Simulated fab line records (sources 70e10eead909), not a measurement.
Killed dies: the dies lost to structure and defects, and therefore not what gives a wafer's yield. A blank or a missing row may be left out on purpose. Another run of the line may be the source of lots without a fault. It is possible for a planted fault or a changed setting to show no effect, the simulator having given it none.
Matching of chambers || flow nandHarc || cmp-04 running NHARC_P_M2_CMP_23: 4 sister chambers
The step polishes, t overpolish 20 s, target thk 144.3 nm. 20 wafers are shown with their chamber, then 10 later ones without.

== WAFERS, EACH WITH ITS CHAMBER ==
{"wafer": "L078.2", "chamber": 3, "motorCurrentA (A)": 12.6, "timeToEndpointS (s)": 26.5, "retainingRingPressureFrac": 1.001}
{"wafer": "L078.3", "chamber": 0, "motorCurrentA (A)": 8.3, "timeToEndpointS (s)": 25.2, "retainingRingPressureFrac": 1.008}
{"wafer": "L078.6", "chamber": 0, "motorCurrentA (A)": 8.3, "timeToEndpointS (s)": 22.7, "retainingRingPressureFrac": 1.011}
{"wafer": "L084.4", "chamber": 1, "motorCurrentA (A)": 12.2, "timeToEndpointS (s)": 29.3, "retainingRingPressureFrac": 1.005}
{"wafer": "L084.5", "chamber": 2, "motorCurrentA (A)": 11.4, "timeToEndpointS (s)": 25.0, "retainingRingPressureFrac": 1.002}
{"wafer": "L084.6", "chamber": 1, "motorCurrentA (A)": 11.8, "timeToEndpointS (s)": 28.4, "retainingRingPressureFrac": 1.001}
{"wafer": "L085.2", "chamber": 0, "motorCurrentA (A)": 8.3, "timeToEndpointS (s)": 23.3, "retainingRingPressureFrac": 0.998}
{"wafer": "L085.5", "chamber": 0, "motorCurrentA (A)": 8.9, "timeToEndpointS (s)": 26.4, "retainingRingPressureFrac": 1.004}
{"wafer": "L085.6", "chamber": 3, "motorCurrentA (A)": 13.1, "timeToEndpointS (s)": 25.5, "retainingRingPressureFrac": 1.007}
{"wafer": "L087.1", "chamber": 0, "motorCurrentA (A)": 8.2, "timeToEndpointS (s)": 25.5, "retainingRingPressureFrac": 0.993}
{"wafer": "L087.4", "chamber": 1, "motorCurrentA (A)": 12.0, "timeToEndpointS (s)": 31.2, "retainingRingPressureFrac": 1.002}
{"wafer": "L087.6", "chamber": 0, "motorCurrentA (A)": 8.6, "timeToEndpointS (s)": 24.7, "retainingRingPressureFrac": 1.008}
{"wafer": "L086.3", "chamber": 1, "motorCurrentA (A)": 11.7, "timeToEndpointS (s)": 29.9, "retainingRingPressureFrac": 0.996}
{"wafer": "L086.4", "chamber": 0, "motorCurrentA (A)": 7.9, "timeToEndpointS (s)": 24.6, "retainingRingPressureFrac": 0.996}
{"wafer": "L086.5", "chamber": 0, "motorCurrentA (A)": 8.2, "timeToEndpointS (s)": 25.2, "retainingRingPressureFrac": 0.998}
{"wafer": "L090.1", "chamber": 3, "motorCurrentA (A)": 13.0, "timeToEndpointS (s)": 27.7, "retainingRingPressureFrac": 1.009}
{"wafer": "L090.2", "chamber": 1, "motorCurrentA (A)": 12.2, "timeToEndpointS (s)": 27.9, "retainingRingPressureFrac": 0.992}
{"wafer": "L090.4", "chamber": 0, "motorCurrentA (A)": 8.6, "timeToEndpointS (s)": 27.7, "retainingRingPressureFrac": 1.005}
{"wafer": "L093.1", "chamber": 0, "motorCurrentA (A)": 8.3, "timeToEndpointS (s)": 27.5, "retainingRingPressureFrac": 0.987}
{"wafer": "L093.2", "chamber": 2, "motorCurrentA (A)": 11.3, "timeToEndpointS (s)": 29.2, "retainingRingPressureFrac": 1.001}

SIGNATURES, as means of the wafers listed above
{"reading": "motorCurrentA", "chamber 0": 8.360, "chamber 1": 11.980, "chamber 2": 11.350, "chamber 3": 12.900, "scatter within a chamber": 0.255}
{"reading": "timeToEndpointS", "chamber 0": 25.280, "chamber 1": 29.340, "chamber 2": 27.100, "chamber 3": 26.567, "scatter within a chamber": 1.61}
{"reading": "retainingRingPressureFrac", "chamber 0": 1.00080, "chamber 1": 0.99920, "chamber 2": 1.00150, "chamber 3": 1.00567, "scatter within a chamber": 0.00646}
Rule: a wafer's distance from a chamber is the root of the sum, over the readings, of the square of ((its reading less the chamber's mean) divided by the reading's scatter). If the next closest chamber is less than 2 further off than the closest, the wafer can't be placed; otherwise it belongs to the closest. The scatter: take each reading less its chamber's mean, square it, sum over the shown wafers, divide by the number of wafers less the number of chambers, and take the root.

== WAFERS MISSING THEIR CHAMBER ==
{"wafer": "L093.4", "motorCurrentA (A)": 12.5, "timeToEndpointS (s)": 28.9, "retainingRingPressureFrac": 0.998}
{"wafer": "L094.3", "motorCurrentA (A)": 11.2, "timeToEndpointS (s)": 28.4, "retainingRingPressureFrac": 1.004}
{"wafer": "L094.4", "motorCurrentA (A)": 11.7, "timeToEndpointS (s)": 30.9, "retainingRingPressureFrac": 1.007}
{"wafer": "L094.6", "motorCurrentA (A)": 7.8, "timeToEndpointS (s)": 29.8, "retainingRingPressureFrac": 1.009}
{"wafer": "L096.2", "motorCurrentA (A)": 12.5, "timeToEndpointS (s)": 32.2, "retainingRingPressureFrac": 1.008}
{"wafer": "L096.3", "motorCurrentA (A)": 11.5, "timeToEndpointS (s)": 32.5, "retainingRingPressureFrac": 0.998}
{"wafer": "L096.6", "motorCurrentA (A)": 8.5, "timeToEndpointS (s)": 29.3, "retainingRingPressureFrac": 1.008}
{"wafer": "L097.2", "motorCurrentA (A)": 7.9, "timeToEndpointS (s)": 24.7, "retainingRingPressureFrac": 1.002}
{"wafer": "L097.3", "motorCurrentA (A)": 12.4, "timeToEndpointS (s)": 30.7, "retainingRingPressureFrac": 1.004}
{"wafer": "L097.4", "motorCurrentA (A)": 11.3, "timeToEndpointS (s)": 27.9, "retainingRingPressureFrac": 0.996}

== WHICH CHAMBER EACH ONE RAN IN ==
{"wafer": "L093.4", "from the rows above": "can't be placed: 1 or 3", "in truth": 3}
{"wafer": "L094.3", "from the rows above": 2, "in truth": 2}
{"wafer": "L094.4", "from the rows above": "can't be placed: 1 or 2", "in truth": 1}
{"wafer": "L094.6", "from the rows above": 0, "in truth": 0}
{"wafer": "L096.2", "from the rows above": "can't be placed: 1 or 3", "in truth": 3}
{"wafer": "L096.3", "from the rows above": "can't be placed: 1 or 2", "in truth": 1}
{"wafer": "L096.6", "from the rows above": 0, "in truth": 0}
{"wafer": "L097.2", "from the rows above": 0, "in truth": 0}
{"wafer": "L097.3", "from the rows above": "can't be placed: 1 or 3", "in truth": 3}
{"wafer": "L097.4", "from the rows above": "can't be placed: 2 or 1", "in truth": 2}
Placed correctly: 4 of 10. These rows do not allow placing 6 (true chamber among the candidates in 6). Wrongly placed: 0.
